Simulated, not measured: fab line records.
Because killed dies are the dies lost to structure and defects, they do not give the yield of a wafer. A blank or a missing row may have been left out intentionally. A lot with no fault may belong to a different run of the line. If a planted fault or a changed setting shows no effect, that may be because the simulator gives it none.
The same fault as seen by 3 desks | flow n5 finfet | what lay behind the numbers comes last; until then each desk has only its own

THE DEFECT DESK
For each lot, the counts of the inspections along the route, averaged over the sampled wafers that have a number. Any lot whose mean is over 4 standard deviations away from the usual mean is out of limits and marked OUT; that distance is given in the brackets.
Columns: A = raw defect count at N5_PASSIVATION_INSPECT_64, usual 2.0
lot  | first seen here | A
L310 | day 11 21:41    | 3.3
L312 | day 12 08:58    | 1.3
L311 | day 12 09:14    | 2.7
L319 | day 14 16:37    | 2.0
L321 | day 14 22:31    | 1.0
L325 | day 15 17:22    | 2.0
L323 | day 15 21:26    | 2.0
L332 | day 17 20:08    | 0.7
L329 | day 17 20:26    | 3.0
L328 | day 17 20:55    | 1.0
Result from this desk: across the 10 lots, nothing is out of limits.

AT THE METROLOGY DESK
What the gauges read for every lot (on any tool): the sampled wafers with a number, averaged. Any lot whose mean is over 4 standard deviations away from the usual mean is out of limits and marked OUT; that distance is given in the brackets. Shown here are 7 of its 11 readings, the ones lying furthest out on some lot.
Columns: A = DIBL_N at N5_BEOL_M4_RC_MEAS_101, usual 35.9 mV/V; B = DIBL_P at N5_BEOL_M4_RC_MEAS_101, usual 35.9 mV/V; C = IOFF_N at N5_BEOL_M4_RC_MEAS_101, usual 0.156 nA/um; D = IOFF_P at N5_BEOL_M4_RC_MEAS_101, usual 0.205 nA/um; E = SS_P at N5_BEOL_M4_RC_MEAS_101, usual 73.1 mV/dec; F = VT_P at N5_BEOL_M4_RC_MEAS_101, usual -250.2 mV; G = MIM_TOP_OVL at N5_MIM_TOP_LITHO_OVL_MEAS_11, usual 7 nm
lot  | first seen here | A    | B    | C     | D     | E    | F      | G
L310 | day 8 04:08     | 35.7 | 33.9 | 0.155 | 0.215 | 72.8 | -248.9 | 7
L312 | day 8 10:27     | 35.4 | 35.7 | 0.163 | 0.200 | 73.0 | -252.7 | -1
L311 | day 8 12:51     | 36.7 | 36.4 | 0.165 | 0.212 | 73.5 | -248.4 | 6
L319 | day 10 13:04    | 37.5 | 37.8 | 0.181 | 0.233 | 73.3 | -249.4 | 14
L321 | day 10 16:58    | 35.2 | 35.3 | 0.149 | 0.210 | 73.5 | -249.9 | 0
L323 | day 11 16:08    | 35.0 | 34.4 | 0.156 | 0.188 | 72.7 | -251.0 | 9
L325 | day 11 22:10    | 35.5 | 35.3 | 0.154 | 0.198 | 73.2 | -250.8 | 11
L328 | day 13 05:36    | 35.4 | 37.2 | 0.147 | 0.189 | 72.9 | -253.6 | 5
L332 | day 13 10:26    | 38.1 | 37.4 | 0.185 | 0.217 | 73.8 | -250.7 | 9
L329 | day 13 14:47    | 34.1 | 34.9 | 0.137 | 0.181 | 72.4 | -251.7 | 11
Result from this desk: across the 10 lots, nothing is out of limits.

DESK OF THE TOOL OWNER: pecvd-02
The tool's own readings at N5_PASSIVATION_PECVD_53 (deposits SiO2 from TEOS/O2, target thk 800 nm, time 169.4 s): means of the sampled wafers that have a number, for each lot that ran on this tool. Any lot whose mean is over 4 standard deviations away from the usual mean is out of limits and marked OUT; that distance is given in the brackets.
Columns: A = chamber pressure Torr at N5_PASSIVATION_PECVD_53, usual 6.500 Torr; B = susceptor temp C at N5_PASSIVATION_PECVD_53, usual 399.99 C
lot  | first seen here | A     | B
L319 | day 14 17:50    | 6.502 | 391.53 (-40) OUT
L321 | day 14 23:41    | 6.519 | 391.85 (-39) OUT
L325 | day 15 18:33    | 6.497 | 399.96
This desk's verdict: out of limits on L319, L321, starting with L319 at day 14 17:50 (susceptor temp C at N5_PASSIVATION_PECVD_53). L325: within limits.

ALL TOGETHER
The tool owner's desk had the chance to raise an alarm at day 14 17:50 on L319, L321.
No out-of-limits result turned up at the defect desk.
At the metrology desk, nothing out of limits was observed.
The defect desk has L319, L321 on record, within its limits.
The metrology desk has L319, L321 on record, within its limits.
Every lot named ran N5_PASSIVATION_PECVD_53 on pecvd-02.

WHAT THE SIMULATOR HAD INSERTED
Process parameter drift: pecvd-02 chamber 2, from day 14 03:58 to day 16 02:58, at N5_PASSIVATION_PECVD_53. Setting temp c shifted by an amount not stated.
Struck lots among those shown: L319, L321.
How many hours passed from the start of the fault until each desk's first out-of-limits reading: the tool owner's desk, 14.
